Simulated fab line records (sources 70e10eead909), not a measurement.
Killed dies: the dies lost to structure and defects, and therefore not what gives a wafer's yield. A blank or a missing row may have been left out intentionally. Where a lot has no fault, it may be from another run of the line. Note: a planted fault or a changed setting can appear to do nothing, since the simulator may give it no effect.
Chamber matching ; flow nand_harc ; rie_si-03 running NHARC_A_CHANNEL_FILL_D2_ETCHBACK_19: 4 sister chambers
The step etches the open film in HBr/Cl2, target depth 5 nm, time 1.7 s. 14 wafers are shown with their chamber, then 7 later ones without.

## WAFERS PAIRED WITH THEIR CHAMBERS
wafer;chamber;oes_product_au (a.u.);throttle_valve_pct (%)
L361.1;2;0.997;26.397
L361.3;3;0.974;26.414
L361.4;1;1.003;26.403
L364.2;0;0.997;26.395
L364.3;2;1.001;26.409
L364.6;2;1.000;26.415
L365.4;3;0.991;26.403
L365.5;0;0.997;26.405
L365.6;3;0.989;26.411
L369.1;2;1.018;26.418
L369.2;3;1.003;26.405
L369.6;2;1.010;26.402
L377.3;1;1.017;26.410
L377.4;0;1.022;26.407

SIGNATURES (averages over the wafers above)
reading;chamber 0;chamber 1;chamber 2;chamber 3;scatter within a chamber
oes_product_au;1.00533;1.01000;1.00520;0.98925;0.0111
throttle_valve_pct;26.40233;26.40650;26.40820;26.40825;0.00702
Rule: for a wafer and a chamber, the distance is found by dividing, reading by reading, the gap between the wafer's reading and the chamber's mean by the reading's scatter, squaring, summing and taking the root. If the next closest chamber is less than 2 further off than the closest, the wafer can't be placed; otherwise it belongs to the closest. The scatter is the square root of a quotient: the sum, over the shown wafers, of each reading's squared deviation from its chamber's mean, divided by wafers minus chambers.

## WAFERS WITHOUT THEIR CHAMBER
wafer;oes_product_au (a.u.);throttle_valve_pct (%)
L377.6;1.002;26.414
L379.4;1.032;26.400
L379.5;1.034;26.392
L379.6;1.010;26.401
L381.4;1.032;26.400
L381.5;1.004;26.413
L381.6;1.015;26.405

## WHICH CHAMBER EACH WENT THROUGH
wafer;from the rows above;in truth
L377.6;can't be placed: 2 or 1 or 3 or 0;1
L379.4;can't be placed: 1 or 0 or 2 or 3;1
L379.5;can't be placed: 0 or 1 or 2 or 3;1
L379.6;can't be placed: 0 or 1 or 2 or 3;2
L381.4;can't be placed: 1 or 0 or 2 or 3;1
L381.5;can't be placed: 2 or 1 or 3 or 0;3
L381.6;can't be placed: 1 or 0 or 2 or 3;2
Correct placement for 0 of the 7. These rows do not allow placing 7 (true chamber among the candidates in 7). Wrongly placed: 0.
